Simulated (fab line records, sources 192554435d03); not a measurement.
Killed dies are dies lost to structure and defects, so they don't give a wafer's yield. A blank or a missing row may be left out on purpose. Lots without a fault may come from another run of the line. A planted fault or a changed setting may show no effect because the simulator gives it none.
fab line records | flow n5_finfet
record lots=24 wafers=72 last_day=18
route steps=1938 shown BEOL_M2@922 BEOL_M3@988
lots that met no fault: from a run of the same line without faults
start_h: hours from the record's first day to the start of the lot's first wafer shown | wait_h: hours since the lot's step before | " the same as in the row above | L1.1+2: a row that stands for several wafers | - no value, or no start given | * or withheld: withheld | < > ~ a bound
route shown NAME@n: a module of which the file shows steps, and the number in the route of the first | usual: mean/standard deviation of fault-free wafers | same: alike in all rows | chamber/n: place in a boat | sites: the reading at each site | _std_site: their standard deviation | _edge_site: outer sites' mean less inner sites' | radius_mm: how far each site lies from the wafer's centre | mask NAME#n: copy n | behind: the tool/chamber that last shaped the wafer | hold: why the lot was held/for how many hours/how that ended | device: the transistor (n, p or np) that didn't switch | end of line: the same wafers' tests at the end of the route | a step without rows: its recipe alone | killed: dies lost to structure and defects at the first sort, not the wafer's yield | map: a wafer's dies, x killed, . not, _ none there
set.NAME: the setting as run; set.NAME@STEP: as run at that earlier step | model.NAME: the simulator's own value behind a step, which no gauge read
steps of the route over a sample of lots; a table a step, a row a wafer
services: from which hour (start_h, from the record's first day; less than 0 if before it) a tool's chamber was out of use, for how many hours, and why
## steps
# step N5_BEOL_M2_ANNEAL_51
# recipe temp_c=225 time_s=90 ambient=N2
# usual wafer_temp_C_max=225.71/0.22
# columns lot.wafer tool chamber start_h wait_h wafer_temp_C_max
L074.2 rtp_anneal-01 0 141.20 0.1 225.65
L074.3 " 0 " " 225.21
L074.4 " 0 " " 225.58
L075.1 rtp_anneal-02 0 148.07 0.2 225.62
L075.3 " 0 " " 225.58
L075.5 " 0 " " 225.76
L076.1 rtp_anneal-02 0 157.20 0.1 225.89
L076.2 " 0 " " 225.65
L076.5 " 0 " " 225.79
L077.1 rtp_anneal-02 0 162.04 0.1 225.57
L077.2 " 0 " " 225.76
L077.3 " 0 " " 225.77
L078.3 rtp_anneal-02 0 167.13 0.1 225.67
L078.5 " 0 " " 225.82
L078.6 " 0 " " 226.36
L079.1 rtp_anneal-02 0 178.79 0.1 225.60
L079.4 " 0 " " 225.99
L079.6 " 0 " " 225.71
L080.2 rtp_anneal-01 0 178.90 0.1 225.75
L080.4 " 0 " " 225.53
L080.5 " 0 " " 225.58
L081.1 rtp_anneal-02 0 189.85 0.1 226.11
L081.2 " 0 " " 226.08
L081.3 " 0 " " 225.85
L083.2 rtp_anneal-01 0 194.78 0.1 225.81
L083.5 " 0 " " 225.76
L083.6 " 0 " " 225.71
L082.1 rtp_anneal-02 0 194.92 0.1 225.84
L082.3 " 0 " " 225.66
L082.6 " 0 " " 225.77
L084.3 rtp_anneal-02 0 206.92 0.1 225.71
L084.5 " 0 " " 225.76
L084.6 " 0 " " 225.84
L085.1 rtp_anneal-01 0 209.93 0.1 225.68
L085.2 " 0 " " 225.84
L085.5 " 0 " " 226.32
L086.1 rtp_anneal-01 0 211.38 0.1 225.86
L086.3 " 0 " " 225.77
L086.4 " 0 " " 225.62
L087.2 rtp_anneal-02 0 214.67 0.1 225.56
L087.3 " 0 " " 225.47
L087.4 " 0 " " 225.79
L088.2 rtp_anneal-01 0 227.84 0.1 225.75
L088.5 " 0 " " 225.66
L088.6 " 0 " " 225.71
L089.2 rtp_anneal-02 0 235.60 0.2 225.27
L089.3 " 0 " " 225.49
L089.6 " 0 " " 225.60
L090.1 rtp_anneal-01 0 239.34 0.1 225.36
L090.2 " 0 " " 225.70
L090.3 " 0 " " 225.31
L091.2 rtp_anneal-02 0 240.69 0.1 225.50
L091.4 " 0 " " 225.51
L091.5 " 0 " " 226.03
L092.1 rtp_anneal-02 0 263.75 0.1 225.94
L092.4 " 0 " " 225.67
L092.6 " 0 " " 225.96
L093.1 rtp_anneal-02 0 269.20 0.4 225.84
L093.3 " 0 " " 225.76
L093.5 " 0 " " 225.94
L094.1 rtp_anneal-01 0 272.46 0.2 225.22
L094.2 " 0 " " 225.52
L094.5 " 0 " " 225.38
L095.2 rtp_anneal-01 0 274.99 0.1 226.09
L095.3 " 0 " " 225.95
L095.5 " 0 " " 225.92
L096.2 rtp_anneal-02 0 275.05 0.1 225.93
L096.4 " 0 " " 225.87
L096.6 " 0 " " 225.78
L097.2 rtp_anneal-01 0 281.11 0.1 225.49
L097.3 " 0 " " 225.36
L097.6 " 0 " " 225.74
# step N5_BEOL_M3_CD_MEAS_35
# recipe target_cd_nm=18 target_cd_y_nm=21 polarity=opening
# usual cd_nm=18.0/0.31
# columns lot.wafer tool chamber start_h wait_h cd_nm
L074.2 cd_sem-02 - 149.94 0.0 18.0
L074.3 " - " " 18.0
L074.4 " - " " 17.9
L075.1 cd_sem-03 - 153.93 0.0 18.0
L075.3 " - " " 17.7
L075.5 " - " " 18.0
L076.1 cd_sem-03 - 162.25 0.0 17.7
L076.2 " - " " 18.2
L076.5 " - " " 18.7
L077.1 cd_sem-03 - 166.79 0.0 18.1
L077.2 " - " " 17.7
L077.3 " - " " 18.0
L078.3 cd_sem-03 - 171.43 0.0 18.3
L078.5 " - " " 18.3
L078.6 " - " " 18.1
L079.1 cd_sem-02 - 186.63 0.0 17.8
L079.4 " - " " 18.3
L079.6 " - " " 18.0
L080.2 cd_sem-02 - 186.79 0.0 18.1
L080.4 " - " " 18.4
L080.5 " - " " 18.4
L081.1 cd_sem-02 - 194.56 0.0 18.8
L081.2 " - " " 17.7
L081.3 " - " " 17.7
L083.2 cd_sem-01 - 203.35 0.0 17.6
L083.5 " - " " 18.4
L083.6 " - " " 17.8
L082.1 cd_sem-03 - 207.19 0.0 17.3
L082.3 " - " " 17.9
L082.6 " - " " 17.6
L084.3 cd_sem-01 - 217.44 0.0 18.0
L084.5 " - " " 18.3
L084.6 " - " " 18.1
L085.1 cd_sem-02 - 219.54 0.0 17.9
L085.2 " - " " 17.6
L085.5 " - " " 17.8
L086.1 cd_sem-03 - 222.06 0.0 17.7
L086.3 " - " " 18.2
L086.4 " - " " 17.8
L087.2 cd_sem-02 - 223.64 0.0 18.4
L087.3 " - " " 17.1
L087.4 " - " " 18.3
L088.2 cd_sem-01 - 232.22 0.0 17.8
L088.5 " - " " 18.0
L088.6 " - " " 18.1
L089.2 cd_sem-02 - 240.63 0.0 18.0
L089.3 " - " " 18.4
L089.6 " - " " 17.8
L090.1 cd_sem-02 - 251.37 0.0 18.1
L090.2 " - " " 18.5
L090.3 " - " " 18.1
L091.2 cd_sem-03 - 252.76 0.0 17.4
L091.4 " - " " 17.8
L091.5 " - " " 17.7
L092.1 cd_sem-02 - 272.91 0.0 18.3
L092.4 " - " " 17.7
L092.6 " - " " 18.4
L095.2 cd_sem-01 - 281.75 0.0 17.1
L095.3 " - " " 17.7
L095.5 " - " " 17.6
L093.1 cd_sem-01 - 282.93 0.0 17.6
L093.3 " - " " 17.6
L093.5 " - " " 17.6
L094.1 cd_sem-01 - 285.44 0.0 18.3
L094.2 " - " " 18.1
L094.5 " - " " 18.5
L096.2 cd_sem-01 - 287.24 0.0 17.4
L096.4 " - " " 17.9
L096.6 " - " " 17.8
L097.2 cd_sem-02 - 287.24 0.0 17.8
L097.3 " - " " 18.0
L097.6 " - " " 18.2
# step N5_BEOL_M3_SURFACE_TREAT_85
# recipe gas=Ar time_s=* ion_energy_ev=* ion_current_ma_cm2=0.5 pressure_mtorr=* ar_flow_sccm=30
# usual throttle_valve_pct=*
# columns lot.wafer tool chamber start_h wait_h throttle_valve_pct
L074.2 pvd_sputter-03 - 151.73 0.2 *
L074.3 " - " " *
L074.4 " - " " *
L075.1 pvd_sputter-01 - 154.69 0.1 *
L075.3 " - " " *
L075.5 " - " " *
L076.1 pvd_sputter-02 - 162.92 0.2 *
L076.2 " - " " *
L076.5 " - " " *
L077.1 pvd_sputter-01 - 168.80 0.2 *
L077.2 " - " " *
L077.3 " - " " *
L078.3 pvd_sputter-03 - 171.92 0.1 *
L078.5 " - " " *
L078.6 " - " " *
L079.1 pvd_sputter-01 - 187.64 0.2 *
L079.4 " - " " *
L079.6 " - " " *
L080.2 pvd_sputter-01 - 187.82 0.2 *
L080.4 " - " " *
L080.5 " - " " *
L081.1 pvd_sputter-01 - 195.23 0.2 *
L081.2 " - " " *
L081.3 " - " " *
L083.2 pvd_sputter-03 - 204.13 0.2 *
L083.5 " - " " *
L083.6 " - " " *
L082.1 pvd_sputter-02 - 207.96 0.4 *
L082.3 " - " " *
L082.6 " - " " *
L084.3 pvd_sputter-01 - 219.31 0.1 *
L084.5 " - " " *
L084.6 " - " " *
L085.1 pvd_sputter-02 - 221.47 1.5 *
L085.2 " - " " *
L085.5 " - " " *
L086.1 pvd_sputter-02 - 222.65 0.2 *
L086.3 " - " " *
L086.4 " - " " *
L087.2 pvd_sputter-01 - 224.96 0.1 *
L087.3 " - " " *
L087.4 " - " " *
L088.2 pvd_sputter-03 - 233.05 0.1 *
L088.5 " - " " *
L088.6 " - " " *
L089.2 pvd_sputter-02 - 241.45 0.2 *
L089.3 " - " " *
L089.6 " - " " *
L090.1 pvd_sputter-03 - 252.44 0.2 *
L090.2 " - " " *
L090.3 " - " " *
L091.2 pvd_sputter-01 - 254.89 0.2 *
L091.4 " - " " *
L091.5 " - " " *
L092.1 pvd_sputter-01 - 274.87 1.7 *
L092.4 " - " " *
L092.6 " - " " *
L095.2 pvd_sputter-01 - 282.85 0.3 *
L095.3 " - " " *
L095.5 " - " " *
L093.1 pvd_sputter-03 - 284.96 1.6 *
L093.3 " - " " *
L093.5 " - " " *
L094.1 pvd_sputter-02 - 285.92 0.1 *
L094.2 " - " " *
L094.5 " - " " *
L097.2 pvd_sputter-01 - 288.07 0.2 *
L097.3 " - " " *
L097.6 " - " " *
L096.2 pvd_sputter-03 - 288.10 0.2 *
L096.4 " - " " *
L096.6 " - " " *
# step N5_BEOL_M3_ANNEAL_80
# recipe temp_c=400 time_s=240 ambient=vacuum
# usual heater_power_w=831/100
# columns lot.wafer tool chamber start_h wait_h heater_power_w
L074.2 pvd_sputter-02 - 152.61 0.0 694
L074.3 " - " " 966
L074.4 " - " " 805
L075.1 pvd_sputter-02 - 157.20 0.0 781
L075.3 " - " " 691
L075.5 " - " " 805
L076.1 pvd_sputter-02 - 163.54 0.0 703
L076.2 " - " " 990
L076.5 " - " " 969
L077.1 pvd_sputter-03 - 169.36 0.0 686
L077.2 " - " " 942
L077.3 " - " " 969
L078.3 pvd_sputter-03 - 174.44 0.0 920
L078.5 " - " " 802
L078.6 " - " " 958
L079.1 pvd_sputter-02 - 188.62 0.1 807
L079.4 " - " " 792
L079.6 " - " " 810
L080.2 pvd_sputter-03 - 190.04 0.0 929
L080.4 " - " " 998
L080.5 " - " " 853
L081.1 pvd_sputter-03 - 195.76 0.0 812
L081.2 " - " " 974
L081.3 " - " " 683
L083.2 pvd_sputter-01 - 204.67 0.0 969
L083.5 " - " " 966
L083.6 " - " " 807
L082.1 pvd_sputter-02 - 208.70 0.0 803
L082.3 " - " " 713
L082.6 " - " " 789
L084.3 pvd_sputter-01 - 219.96 0.0 712
L084.5 " - " " 964
L084.6 " - " " 801
L085.1 pvd_sputter-01 - 222.30 0.0 821
L085.2 " - " " 782
L085.5 " - " " 793
L086.1 pvd_sputter-02 - 223.43 0.0 787
L086.3 " - " " 687
L086.4 " - " " 795
L087.2 pvd_sputter-02 - 225.49 0.0 780
L087.3 " - " " 696
L087.4 " - " " 967
L088.2 pvd_sputter-01 - 233.63 0.0 967
L088.5 " - " " 712
L088.6 " - " " 976
L089.2 pvd_sputter-01 - 243.23 0.0 974
L089.3 " - " " 704
L089.6 " - " " 705
L090.1 pvd_sputter-01 - 252.99 0.0 712
L090.2 " - " " 812
L090.3 " - " " 977
L091.2 pvd_sputter-02 - 255.52 0.0 799
L091.4 " - " " 703
L091.5 " - " " 975
L092.1 pvd_sputter-02 - 275.45 0.0 821
L092.4 " - " " 995
L092.6 " - " " 808
L095.2 pvd_sputter-03 - 283.38 0.0 912
L095.3 " - " " 695
L095.5 " - " " 810
L093.1 pvd_sputter-01 - 285.56 0.0 792
L093.3 " - " " 710
L093.5 " - " " 813
L094.1 pvd_sputter-03 - 286.56 0.0 681
L094.2 " - " " 896
L094.5 " - " " 940
L097.2 pvd_sputter-01 - 288.61 0.0 708
L097.3 " - " " 972
L097.6 " - " " 955
L096.2 pvd_sputter-03 - 288.76 0.0 794
L096.4 " - " " 998
L096.6 " - " " 973
# step N5_BEOL_M3_SPUTTER_81
# recipe material=Cu target_thk_a=45 temp_c=-20 chamber_pressure_pa=0.07 power_w=withheld time_s=8.29
# usual chuck_sensor_temp_C=-16.0/0.46 throttle_valve_pct=30.2/0.63
# columns lot.wafer tool chamber start_h wait_h chuck_sensor_temp_C throttle_valve_pct
L074.2 pvd_sputter-02 - 152.75 0.1 -16.2 30.2
L074.3 " - " " -17.0 30.4
L074.4 " - " " -15.8 29.8
L075.1 pvd_sputter-02 - 157.34 0.1 -16.1 31.4
L075.3 " - " " -16.1 30.4
L075.5 " - " " -15.6 30.2
L076.1 pvd_sputter-02 - 163.68 0.1 -16.2 30.4
L076.2 " - " " -16.9 30.3
L076.5 " - " " -16.6 30.3
L077.1 pvd_sputter-03 - 169.50 0.1 -16.2 31.7
L077.2 " - " " -16.1 29.8
L077.3 " - " " -15.5 29.3
L078.3 pvd_sputter-03 - 174.58 0.1 -16.2 29.7
L078.5 " - " " -15.3 30.1
L078.6 " - " " -15.6 29.5
L079.1 pvd_sputter-02 - 188.90 0.1 -15.6 29.7
L079.4 " - " " -16.2 31.6
L079.6 " - " " -15.8 29.8
L080.2 pvd_sputter-03 - 190.18 0.1 -16.2 29.5
L080.4 " - " " -15.5 29.5
L080.5 " - " " -15.4 30.1
L081.1 pvd_sputter-03 - 195.90 0.1 -15.5 30.4
L081.2 " - " " -15.4 29.4
L081.3 " - " " -16.2 31.6
L083.2 pvd_sputter-01 - 204.81 0.1 -15.3 30.3
L083.5 " - " " -15.4 30.0
L083.6 " - " " -16.7 29.8
L082.1 pvd_sputter-02 - 208.84 0.1 -15.8 30.1
L082.3 " - " " -16.3 30.4
L082.6 " - " " -16.1 31.4
L084.3 pvd_sputter-01 - 220.10 0.1 -15.9 29.7
L084.5 " - " " -15.4 30.3
L084.6 " - " " -16.6 29.6
L085.1 pvd_sputter-01 - 222.44 0.1 -16.2 30.3
L085.2 " - " " -16.6 29.9
L085.5 " - " " -16.6 29.6
L086.1 pvd_sputter-02 - 223.57 0.1 -16.1 31.3
L086.3 " - " " -16.2 30.0
L086.4 " - " " -15.9 29.9
L087.2 pvd_sputter-02 - 225.63 0.1 -15.6 29.9
L087.3 " - " " -16.3 30.3
L087.4 " - " " -16.7 30.1
L088.2 pvd_sputter-01 - 233.77 0.1 -15.5 30.4
L088.5 " - " " -15.9 29.9
L088.6 " - " " -15.3 30.0
L089.2 pvd_sputter-01 - 243.37 0.1 -15.4 30.1
L089.3 " - " " -15.9 29.8
L089.6 " - " " -15.8 29.7
L090.1 pvd_sputter-01 - 253.13 0.1 -15.8 29.6
L090.2 " - " " -16.4 29.9
L090.3 " - " " -15.6 30.4
L091.2 pvd_sputter-02 - 255.66 0.1 -16.1 31.4
L091.4 " - " " -16.1 30.2
L091.5 " - " " -16.5 30.4
L092.1 pvd_sputter-02 - 275.59 0.1 -15.7 29.8
L092.4 " - " " -16.6 30.2
L092.6 " - " " -16.3 31.0
L095.2 pvd_sputter-03 - 283.52 0.1 -16.1 29.7
L095.3 " - " " -16.2 31.7
L095.5 " - " " -15.6 30.1
L093.1 pvd_sputter-01 - 285.71 0.1 -16.7 29.3
L093.3 " - " " -15.9 29.8
L093.5 " - " " -16.6 29.8
L094.1 pvd_sputter-03 - 286.70 0.1 -16.2 31.8
L094.2 " - " " -16.1 29.6
L094.5 " - " " -16.0 29.5
L097.2 pvd_sputter-01 - 288.75 0.1 -15.8 29.7
L097.3 " - " " -15.4 30.4
L097.6 " - " " -15.4 30.3
L096.2 pvd_sputter-03 - 288.90 0.1 -15.4 29.9
L096.4 " - " " -15.3 29.4
L096.6 " - " " -15.4 29.7
# step N5_BEOL_M3_ANNEAL_93
# recipe temp_c=400 time_s=240 ambient=vacuum
# usual heater_power_w=833/100
# columns lot.wafer tool chamber start_h wait_h heater_power_w
L074.2 pvd_sputter-02 - 153.71 0.0 691
L074.3 " - " " 989
L074.4 " - " " 824
L075.1 pvd_sputter-02 - 158.30 0.0 793
L075.3 " - " " 724
L075.5 " - " " 786
L076.1 pvd_sputter-02 - 164.64 0.0 705
L076.2 " - " " 969
L076.5 " - " " 990
L077.1 pvd_sputter-03 - 170.46 0.0 674
L077.2 " - " " 938
L077.3 " - " " 965
L078.3 pvd_sputter-03 - 175.54 0.0 923
L078.5 " - " " 828
L078.6 " - " " 968
L079.1 pvd_sputter-02 - 190.82 0.1 802
L079.4 " - " " 784
L079.6 " - " " 824
L080.2 pvd_sputter-03 - 191.14 0.0 941
L080.4 " - " " 981
L080.5 " - " " 803
L081.1 pvd_sputter-03 - 196.86 0.0 810
L081.2 " - " " 968
L081.3 " - " " 685
L083.2 pvd_sputter-01 - 205.77 0.0 994
L083.5 " - " " 984
L083.6 " - " " 801
L082.1 pvd_sputter-02 - 209.80 0.0 826
L082.3 " - " " 722
L082.6 " - " " 805
L084.3 pvd_sputter-01 - 221.06 0.0 724
L084.5 " - " " 979
L084.6 " - " " 823
L085.1 pvd_sputter-01 - 223.40 0.0 803
L085.2 " - " " 804
L085.5 " - " " 797
L086.1 pvd_sputter-02 - 224.53 0.0 790
L086.3 " - " " 703
L086.4 " - " " 811
L087.2 pvd_sputter-02 - 226.59 0.0 794
L087.3 " - " " 697
L087.4 " - " " 959
L088.2 pvd_sputter-01 - 234.73 0.0 969
L088.5 " - " " 717
L088.6 " - " " 987
L089.2 pvd_sputter-01 - 244.33 0.0 971
L089.3 " - " " 698
L089.6 " - " " 700
L090.1 pvd_sputter-01 - 254.09 0.0 721
L090.2 " - " " 785
L090.3 " - " " 993
L091.2 pvd_sputter-02 - 256.62 0.0 787
L091.4 " - " " 712
L091.5 " - " " 979
L092.1 pvd_sputter-02 - 276.55 0.0 809
L092.4 " - " " 972
L092.6 " - " " 788
L095.2 pvd_sputter-03 - 284.48 0.0 891
L095.3 " - " " 679
L095.5 " - " " 819
L093.1 pvd_sputter-01 - 286.73 0.0 785
L093.3 " - " " 730
L093.5 " - " " 799
L094.1 pvd_sputter-03 - 287.66 0.0 682
L094.2 " - " " 921
L094.5 " - " " 925
L097.2 pvd_sputter-01 - 289.71 0.0 723
L097.3 " - " " 1002
L097.6 " - " " 971
L096.2 pvd_sputter-03 - 289.86 0.0 801
L096.4 " - " " 993
L096.6 " - " " 984
## services
# columns tool chamber start_h hours kind
pvd_sputter-03 - 149.66 0.9 repair
rtp_anneal-02 - 226.70 4.6 pm
pvd_sputter-01 - 265.37 5.6 repair
## key
fault none
